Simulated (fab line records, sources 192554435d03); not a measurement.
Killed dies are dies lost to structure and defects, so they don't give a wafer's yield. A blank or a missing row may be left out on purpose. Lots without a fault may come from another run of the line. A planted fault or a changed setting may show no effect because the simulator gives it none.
Chamber matching | flow n5_finfet | N5_BEOL_M11_DEP_56 on pecvd-02: 3 sister chambers
The step deposits SiCN from 3MS/NH3, target thk 30 nm, time 10.5 s. 3 wafers are shown with their chamber, then 10 later ones without.

WAFERS WITH THEIR CHAMBER
wafer  | chamber | throttle_valve_pct (%)
L086.6 | 1       | 18.0
L089.3 | 0       | 17.7
L089.4 | 2       | 16.9

WAFERS WITHOUT THEIR CHAMBER
wafer  | throttle_valve_pct (%)
L089.6 | 18.0
L090.1 | 16.8
L090.4 | 17.7
L090.6 | 16.7
L095.1 | 17.8
L095.3 | 17.1
L095.4 | 17.7
L097.1 | 17.7
L097.2 | 17.8
L097.5 | 17.9

WHICH CHAMBER EACH WENT THROUGH
wafer  | from the rows above     | in truth
L089.6 | 1                       | 1
L090.1 | 2                       | 2
L090.4 | 0                       | 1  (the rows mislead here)
L090.6 | 2                       | 2
L095.1 | can't be placed: 0 or 1 | 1
L095.3 | 2                       | 2
L095.4 | 0                       | 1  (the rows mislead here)
L097.1 | 0                       | 0
L097.2 | can't be placed: 0 or 1 | 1
L097.5 | can't be placed: 1 or 0 | 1
Placed correctly: 5 of 10. Can't be placed from these rows: 3 (the true chamber is among the candidates in 3). Placed wrongly: 2.
How it was worked out, from the rows above alone: a wafer's distance from a chamber is the root of the sum, over the readings, of the square of ((its reading less the chamber's mean) divided by the reading's scatter). The wafer belongs to the nearest chamber; if the next one is less than 2 further off, it can't be placed. A chamber's mean is the mean of its shown wafers. The scatter: with one shown wafer a chamber, the root of the mean of the squares of how far each hidden wafer lies from its nearest shown one.
